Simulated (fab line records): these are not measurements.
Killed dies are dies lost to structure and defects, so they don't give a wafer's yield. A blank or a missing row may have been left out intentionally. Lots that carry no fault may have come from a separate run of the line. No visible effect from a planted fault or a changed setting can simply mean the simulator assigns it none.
fab line records	flow nand_harc
record lots=5	wafers=15	last_day=34
route steps=1302 shown A_CHANNEL_HOLE_D1@483 A_CHANNEL_FILL_D1@490 END@1302
lots that met no fault: taken from a fault-free run of the same line
start_h: hours from the record's opening day to when the first of the lot's shown wafers began	wait_h: how many hours have passed since the lot's step before this one	" same as the row above	L1.1+2: a row that stands for several wafers	- no value, or no start given	* or withheld: withheld	< > ~ a bound
route shown NAME@n: names a module that has steps shown in the file, with the first one's number in the route	usual: average and standard deviation across the fault-free wafers	same: alike in all rows	chamber/n: place in a boat	sites: per-site readings	_std_site: the values' standard deviation	_edge_site: the outer-site mean with the inner-site mean subtracted	radius_mm: how far each site lies from the wafer's centre	mask NAME#n: copy n	behind: the most recent tool/chamber to have shaped the wafer	hold: the reason the lot was held/the length of the hold in hours/how it ended	device: transistor that didn't switch, given as n, p or np	end of line: the route-end tests of the same wafers	a step with no rows: only its recipe	killed: at the first sort, the dies lost to defects and structure; wafer yield is something else	map: the dies of a wafer, with x for killed, . for not killed, _ for no die there
set.NAME: the run value of the setting; set.NAME@STEP: its run value at that earlier step	model.NAME: the simulator's own value behind a step, which no gauge read
lots at some steps of the route; a table a step, a row a wafer
services: when a tool's chamber went out of use (start_h, in hours from the record's first day, below 0 if earlier), for how many hours, and the reason
## steps
# step NHARC_A_CHANNEL_HOLE_D1_ETCH_44
# recipe target_depth_a=1400	overetch_a=140	time_s=77	ion_energy_ev=100	cf4_flow_sccm=80	o2_flow_sccm=20	ar_flow_sccm=0	rf_w=300	bias_w=100	chemistry=CF4/O2
# usual drypump_motor_current_A=5.6/0.32	mfc_ar_sccm=0.004/0.0044	oes_product_au=1.001/0.011	rf_vpp_V=197.8/1.6	showerhead_plenum_p_Torr=1.34/0.064	throttle_valve_pct=13.396/0.0092
lot.wafer	tool	chamber	start_h	wait_h	drypump_motor_current_A	mfc_ar_sccm	oes_product_au	rf_hours_counter_h	rf_vpp_V	showerhead_plenum_p_Torr	throttle_valve_pct
L667.3	rie_diel-10	0	207.43	0.1	5.7	0.002	0.993	10	197.2	1.31	13.398
L667.2	"	1	"	"	5.3	0.006	1.008	11	199.1	1.42	13.414
L667.5	"	3	"	"	5.6	0.012	1.008	-	196.7	1.24	13.393
L669.2	rie_diel-10	1	228.29	0.0	5.3	0.006	0.999	13	199.1	1.42	13.382
L669.1	"	0	"	"	5.7	0.002	0.988	13	197.1	1.31	13.400
L669.5	"	2	"	"	5.8	0	0.997	-	198.5	1.36	13.401
L675.4	rie_diel-10	1	284.06	0.1	5.3	0.006	1.014	2	199.6	1.42	13.403
L675.1	"	3	"	"	5.6	0.012	1.014	2	195.9	1.24	13.394
L675.5	"	1	"	"	5.3	0.006	1.009	-	200.2	1.42	13.376
L685.3	rie_diel-10	0	394.18	0.1	5.6	0.002	0.985	11	197.0	1.31	13.395
L685.2	"	2	"	"	5.8	0	0.982	10	197.6	1.36	13.393
L685.1	"	3	"	"	5.6	0.012	1.027	10	196.9	1.24	13.394
L688.2	rie_diel-10	0	417.15	0.1	5.6	0.002	0.982	13	196.7	1.31	13.385
L688.4	"	1	"	"	5.3	0.006	1.000	14	200.0	1.42	13.403
L688.6	"	0	"	"	5.7	0.002	0.982	-	197.1	1.31	13.370
# step NHARC_A_CHANNEL_HOLE_D1_STRIP_27
# recipe o2_flow_sccm=500	ar_flow_sccm=0	bias_w=0	chemistry=O2
# usual drypump_motor_current_A=5.6/0.3	mfc_ar_sccm=0.004/0.0044	oes_product_au=1.000/0.012	rf_vpp_V=57.7/0.91	showerhead_plenum_p_Torr=3.52/0.16	throttle_valve_pct=17.035/0.0088
lot.wafer	tool	chamber	start_h	wait_h	drypump_motor_current_A	mfc_ar_sccm	oes_product_au	rf_hours_counter_h	rf_vpp_V	showerhead_plenum_p_Torr	throttle_valve_pct
L667.3	rie_diel-10	0	-	-	5.7	0.002	0.991	10	57.6	3.47	17.026
L667.2	"	3	"	"	5.7	0.012	0.998	11	56.9	3.30	17.040
L667.5	"	1	"	"	5.3	0.006	0.999	-	57.2	3.75	17.027
L669.2	rie_diel-10	0	-	-	5.7	0.002	0.992	13	58.3	3.47	17.031
L669.1	"	2	"	"	5.8	0	0.997	13	58.1	3.60	17.023
L669.5	"	0	"	"	5.7	0.002	0.994	-	59.1	3.47	17.040
L675.4	rie_diel-10	0	-	-	5.7	0.002	0.991	2	58.4	3.46	17.029
L675.1	"	1	"	"	5.3	0.006	1.013	2	59.1	3.74	17.030
L675.5	"	3	"	"	5.6	0.012	1.019	-	55.6	3.29	17.047
L685.2	rie_diel-10	0	-	-	5.7	0.002	0.986	11	56.7	3.46	17.027
L685.3	"	2	"	"	5.8	0	1.005	10	57.3	3.59	17.021
L685.1	"	3	"	"	5.6	0.012	1.014	11	56.3	3.29	17.036
L688.2	rie_diel-10	0	-	-	5.7	0.002	0.981	13	56.5	3.46	17.040
L688.4	"	2	"	"	5.9	0	0.999	13	57.6	3.59	17.035
L688.6	"	3	"	"	5.6	0.012	1.022	-	57.3	3.29	17.029
# step NHARC_A_CHANNEL_HOLE_D1_PRECLEAN_28
# recipe time_s=*	temp_c=50	bath_age_min=0	chemistry=SC1
# step NHARC_A_CHANNEL_HOLE_D1_SRD_29
# step NHARC_A_CHANNEL_HOLE_D1_CD_MEAS_30
# usual cd_nm=89.9/1.3
lot.wafer	tool	chamber	start_h	wait_h	cd_nm
L667.2	cd_sem-03	-	208.21	-	87.7
L667.3	"	-	"	"	89.0
L667.5	"	-	"	"	89.0
L669.1	cd_sem-03	-	229.08	-	86.0
L669.2	"	-	"	"	88.6
L669.5	"	-	"	"	88.7
L675.1	cd_sem-03	-	284.86	-	91.3
L675.4	"	-	"	"	90.6
L675.5	"	-	"	"	90.7
L685.1	cd_sem-03	-	394.99	-	90.0
L685.2	"	-	"	"	90.5
L685.3	"	-	"	"	90.4
L688.2	cd_sem-01	-	417.95	-	91.7
L688.4	"	-	"	"	90.1
L688.6	"	-	"	"	90.0
# step NHARC_A_CHANNEL_HOLE_D1_XSEM_31
# recipe landing_energy_ev=35000
# usual bot_cd_nm=74.3/1.5	bow_nm=8.61/0.25	tilt_deg=0.07/0.039
lot.wafer	tool	chamber	start_h	wait_h	bot_cd_nm	bow_nm	tilt_deg
L667.2	xsem-02	0	208.31	0.1	72.1	8.39	0.07
L667.3	"	0	"	"	73.2	8.33	0.07
L667.5	"	0	"	"	72.4	8.40	0.07
L669.1	xsem-01	0	229.17	0.1	70.8	8.79	0.15
L669.2	"	0	"	"	72.6	8.73	0.15
L669.5	"	0	"	"	74.0	8.79	0.15
L675.1	xsem-02	0	284.95	0.1	75.5	8.89	0.03
L675.4	"	0	"	"	73.8	8.85	0.03
L675.5	"	0	"	"	75.0	8.80	0.02
L685.1	xsem-01	0	395.07	0.1	74.0	8.57	0.08
L685.2	"	0	"	"	75.6	8.56	0.08
L685.3	"	0	"	"	75.3	8.57	0.08
L688.2	xsem-02	0	418.05	0.1	76.7	8.31	0.05
L688.4	"	0	"	"	74.9	8.27	0.05
L688.6	"	0	"	"	74.7	8.17	0.05
# step NHARC_A_CHANNEL_HOLE_D1_INSPECT_40
# usual raw_defect_count=65/24
lot.wafer	tool	chamber	start_h	wait_h	raw_defect_count
L667.2	defect_inspect-02	-	208.40	-	57
L667.3	"	-	"	"	56
L667.5	"	-	"	"	66
L669.1	defect_inspect-02	-	229.27	-	102
L669.2	"	-	"	"	83
L669.5	"	-	"	"	96
L675.1	defect_inspect-02	-	285.05	-	56
L675.4	"	-	"	"	55
L675.5	"	-	"	"	61
L685.1	defect_inspect-02	-	395.17	-	45
L685.2	"	-	"	"	49
L685.3	"	-	"	"	65
L688.2	defect_inspect-02	-	418.15	-	61
L688.4	"	-	"	"	56
L688.6	"	-	"	"	44
# step NHARC_A_CHANNEL_FILL_D1_PRECLEAN_00
# recipe time_s=*	temp_c=50	bath_age_min=0	chemistry=SC1
# step NHARC_A_CHANNEL_FILL_D1_SRD_01
# step NHARC_A_CHANNEL_FILL_D1_ALD_02
# recipe target_thk_a=60	pulse_time_s=10	ald_cycles=60	temp_c=300	material=SiO2
# usual heater_power_w=450/40	precursor_pulse_height_rel=0.999/0.021	susceptor_temp_C=299.96/0.2
lot.wafer	tool	chamber	start_h	wait_h	heater_power_w	precursor_pulse_height_rel	since_wet_clean_h	susceptor_temp_C
L667.2	ald_hk-02	1	208.63	0.1	443	1.005	23	299.95
L667.3	"	2	"	"	458	1.002	23	300.07
L667.5	"	1	"	"	452	1.006	-	299.87
L669.2	ald_hk-01	1	229.47	-	438	0.956	100	299.94
L669.1	"	2	"	"	492	0.960	100	299.89
L669.5	"	1	"	"	444	1.009	-	300.32
L675.1	ald_hk-01	3	285.39	-	498	0.995	156	299.70
L675.4	"	0	"	"	439	0.999	156	300.07
L675.5	"	1	"	"	437	1.038	-	299.72
L685.2	ald_hk-04	0	395.37	-	447	0.977	128	300.03
L685.3	"	1	"	"	479	1.034	128	299.53
L685.1	"	2	"	"	414	0.967	128	299.93
L688.4	ald_hk-01	1	419.58	-	444	1.018	111	299.65
L688.2	"	3	"	"	491	0.993	111	300.05
L688.6	"	2	"	"	505	1.005	-	299.88
# step NHARC_A_CHANNEL_FILL_D1_ALD_03
# recipe target_thk_a=60	pulse_time_s=60	ald_cycles=58	temp_c=630	pressure_torr=2	material=SiNx
# step NHARC_A_CHANNEL_FILL_D1_ALD_14
# recipe target_thk_a=25	pulse_time_s=10	ald_cycles=25	temp_c=300	material=SiO2
# step NHARC_A_CHANNEL_FILL_D1_ALD_15
# recipe target_thk_a=20	pulse_time_s=60	ald_cycles=19	temp_c=630	pressure_torr=2	material=SiNx
# usual precursor_pulse_height_rel=1.002/0.018	susceptor_temp_C=629.93/0.26
lot.wafer	tool	chamber	start_h	wait_h	precursor_pulse_height_rel	susceptor_temp_C
L667.2	ald_sin_batch-02	0	218.79	-	0.996	629.87
L667.3	"	0	"	"	0.991	630.19
L667.5	"	0	"	"	1.007	630.05
L669.1	ald_sin_batch-02	0	237.90	-	0.975	-
L669.2	"	0	"	"	0.998	-
L669.5	"	0	"	"	0.982	-
L675.1	ald_sin_batch-02	0	296.68	-	0.984	657.79
L675.4	"	0	"	"	0.990	657.45
L675.5	"	0	"	"	1.013	657.82
L685.1	ald_sin_batch-03	0	405.57	-	1.003	-
L685.2	"	0	"	"	1.031	-
L685.3	"	0	"	"	1.002	-
L688.2	ald_sin_batch-03	0	429.94	3.3	1.030	-
L688.4	"	0	"	"	0.968	-
L688.6	"	0	"	"	1.026	-
# step NHARC_A_CHANNEL_FILL_D1_ALD_16
# recipe target_thk_a=15	pulse_time_s=10	ald_cycles=15	temp_c=300	material=SiO2
# usual heater_power_w=447/36	precursor_pulse_height_rel=1.000/0.019	susceptor_temp_C=299.99/0.18
lot.wafer	tool	chamber	start_h	wait_h	heater_power_w	precursor_pulse_height_rel	since_wet_clean_h	susceptor_temp_C
L667.3	ald_hk-04	3	220.85	0.0	432	0.989	132	299.87
L667.2	"	0	"	"	460	0.973	132	300.03
L667.5	"	3	"	"	439	0.998	-	299.87
L669.2	ald_hk-01	3	239.95	0.0	507	1.016	110	300.22
L669.1	"	1	"	"	446	0.979	110	299.88
L669.5	"	0	"	"	435	0.983	-	299.89
L675.4	ald_hk-02	3	298.75	0.0	356	0.996	113	299.93
L675.1	"	1	"	"	441	0.964	113	299.73
L675.5	"	0	"	"	458	1.026	-	300.04
L685.1	ald_hk-02	3	407.60	0.0	379	0.955	44	299.86
L685.2	"	1	"	"	452	1.006	44	300.13
L685.3	"	2	"	"	459	0.984	44	300.12
L688.2	ald_hk-01	1	432.03	0.1	443	0.992	123	299.93
L688.4	"	2	"	"	489	1.002	123	300.05
L688.6	"	0	"	"	453	0.994	-	300.43
# step NHARC_END_SORT_01
# recipe temp_c=25
# usual defect_limited_yield=90.9/2.8	killed_at_array=56/19	killed_at_other=1.0/1.3	killed_at_periphery=3.8/2.2	killed_dies=61/19	killed_open=3.1/1.9	killed_short=2.3/1.5
# same gross_dies=677
lot.wafer	tool	chamber	start_h	wait_h	defect_limited_yield[%]	killed_at_array	killed_at_other	killed_at_periphery	killed_dies	killed_open	killed_short
L667.2	prober-02	0	586.33	2.8	96.0	25	0	2	27	4	3
L667.3	prober-02	0	587.13	3.1	96.3	20	0	5	25	5	2
L667.5	prober-02	0	588.73	3.7	96.5	19	0	5	24	1	1
L669.1	prober-02	0	593.36	2.5	88.6	73	2	2	77	5	1
L669.2	prober-02	0	594.15	2.8	88.6	71	1	5	77	7	1
L669.5	prober-02	0	596.53	3.7	88.5	73	0	5	78	2	2
# killed by level:class
L667.2 A_CHANNEL_HOLE_D2:chamber_film_flake=8 A_CHANNEL_HOLE_D1:chamber_film_flake=3 A_WL_FILL:chamber_film_flake=3 A_CONTACT:chamber_film_flake=2 P_M1:geometric_particle:short=1 A_SOURCE_PLATE:geometric_particle:open=1 A_CHANNEL_FILL_D1:geometric_particle:short=1 A_DECK1_JOINT:geometric_particle:open=1
L667.3 A_CHANNEL_HOLE_D2:chamber_film_flake=4 A_CONTACT:chamber_film_flake=4 A_WL_FILL:chamber_film_flake=3 P_M0:geometric_particle:open=2 P_GATE:chamber_film_flake=2 A_STAIRCASE:chamber_film_flake=2 A_SLIT:chamber_film_flake=2 P_STI:geometric_particle:short=1
L667.5 A_CHANNEL_HOLE_D2:chamber_film_flake=12 P_GATE:chamber_film_flake=3 A_STAIRCASE:chamber_film_flake=2 A_WL_FILL:chamber_film_flake=2 A_CONTACT:chamber_film_flake=2 P_CONTACT:geometric_particle:short=1 A_BLC:geometric_particle:open=1 P_ZERO_WELL:chamber_film_flake=1
L669.1 A_CHANNEL_HOLE_D1:chamber_film_flake=32 A_SLIT:chamber_film_flake=25 A_CHANNEL_HOLE_D2:chamber_film_flake=5 A_CONTACT:chamber_film_flake=3 A_BONDPAD:chamber_film_flake=2 P_M0:geometric_particle:open=1 A_ONON_D2:geometric_particle:open=1 A_CHANNEL_FILL_D2:geometric_particle:open=1
L669.2 A_CHANNEL_HOLE_D1:chamber_film_flake=31 A_SLIT:chamber_film_flake=21 A_CHANNEL_HOLE_D2:chamber_film_flake=11 P_GATE:geometric_particle:open=2 P_STI:chamber_film_flake=2 P_CONTACT:geometric_particle:open=1 A_SOURCE_PLATE:geometric_particle:open=1 A_ONON_D1:geometric_particle:open=1
L669.5 A_CHANNEL_HOLE_D1:chamber_film_flake=26 A_SLIT:chamber_film_flake=25 A_CHANNEL_HOLE_D2:chamber_film_flake=14 A_CONTACT:chamber_film_flake=3 P_STI:chamber_film_flake=2 A_STAIRCASE:chamber_film_flake=2 P_CONTACT:geometric_particle:open=1 A_ONON_D2:geometric_particle:short=1
## services
tool	chamber	start_h	hours	kind
ald_sin_batch-02	-	189.07	2.0	repair
rie_diel-10	0	191.77	4.4	repair
rie_diel-10	0	197.00	-	clean
rie_diel-10	1	197.00	-	clean
rie_diel-10	2	197.00	-	clean
rie_diel-10	3	197.00	-	clean
ald_hk-01	-	217.38	0.9	repair
rie_diel-10	0	221.62	-	clean
rie_diel-10	1	221.62	-	clean
rie_diel-10	2	221.62	-	clean
rie_diel-10	3	221.62	-	clean
rie_diel-10	-	242.51	9.0	pm
rie_diel-10	0	242.51	9.0	vent_cycle
ald_hk-04	-	257.15	10.0	pm
ald_sin_batch-02	-	266.00	26.0	pm
rie_diel-10	-	277.42	0.7	repair
ald_hk-01	-	298.66	10.0	pm
xsem-01	-	315.34	4.0	repair
rie_diel-10	0	348.01	14.6	repair
ald_hk-02	-	354.13	10.0	pm
xsem-01	-	374.00	14.0	pm
ald_hk-01	-	383.18	0.7	repair
ald_hk-04	-	383.65	0.5	repair
rie_diel-10	-	419.51	9.0	pm
## key
first_sign step=NHARC_A_CHANNEL_FILL_D1_ALD_15	reading=susceptor_temp_C	direction=up	sigmas=99+	usual=*	struck=*
effect none on later readings
met_at NHARC_A_CHANNEL_FILL_D1_ALD_15
struck_wafers L675.1,L675.4,L675.5
rows_end L675.1,L675.4,L675.5
onset_between 237.90 296.68
fault kind=process_parameter_drift	tool=ald_sin_batch-02	chamber=-	onset_h=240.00	steps=NHARC_A_CHANNEL_FILL_D1_ALD_15	channel=temp_c	offset=*	shape=step	acts_in=*	stated=*
# rows_end: these wafers met a further fault down the route, and their rows from its step on are left out
